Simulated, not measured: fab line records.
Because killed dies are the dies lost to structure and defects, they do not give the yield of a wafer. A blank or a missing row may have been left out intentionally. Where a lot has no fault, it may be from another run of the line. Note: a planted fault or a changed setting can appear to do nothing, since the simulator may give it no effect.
Matching of chambers | flow n5_finfet | N5_BEOL_M6_CURE_75 on uv_cure-03: 3 sister chambers
The step cures SiCOH lowk, time 120 s. 3 wafers are shown with their chamber, then 12 later ones without.

## WAFERS WITH THEIR CHAMBER
wafer  | chamber | wafer_temp_C_max
L076.5 | 1       | 372.4
L084.4 | 2       | 371.4
L088.6 | 0       | 372.3

## WAFERS WHOSE CHAMBER IS MISSING
wafer  | wafer_temp_C_max
L096.2 | 372.6
L096.4 | 372.6
L096.6 | 372.3
L090.1 | 371.8
L090.3 | 371.5
L090.5 | 372.5
L090.2 | 372.4
L090.4 | 371.7
L090.6 | 371.8
L095.3 | 372.1
L095.4 | 372.0
L095.6 | 372.1

## THE CHAMBER EACH PASSED THROUGH
wafer  | from the rows above          | in truth
L096.2 | can't be placed: 1 or 0      | 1
L096.4 | can't be placed: 1 or 0      | 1
L096.6 | can't be placed: 0 or 1      | 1
L090.1 | can't be placed: 2 or 0 or 1 | 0
L090.3 | 2                            | 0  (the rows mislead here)
L090.5 | can't be placed: 1 or 0      | 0
L090.2 | can't be placed: 1 or 0      | 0
L090.4 | can't be placed: 2 or 0 or 1 | 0
L090.6 | can't be placed: 2 or 0 or 1 | 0
L095.3 | can't be placed: 0 or 1      | 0
L095.4 | can't be placed: 0 or 1 or 2 | 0
L095.6 | can't be placed: 0 or 1      | 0
0 of 12 placed correctly. From these rows, 11 cannot be placed; in 11 the true chamber is one of the candidates. Number placed wrongly: 1.
How it was worked out, from the rows above alone: a wafer's distance from a chamber is the root of the sum, over the readings, of the square of ((its reading less the chamber's mean) divided by the reading's scatter). If the next closest chamber is less than 2 further off than the closest, the wafer can't be placed; otherwise it belongs to the closest. For every chamber, the mean is computed from those of its wafers that are shown. The scatter: root of mean squared gap, hidden wafer to nearest shown wafer, with one shown wafer a chamber.
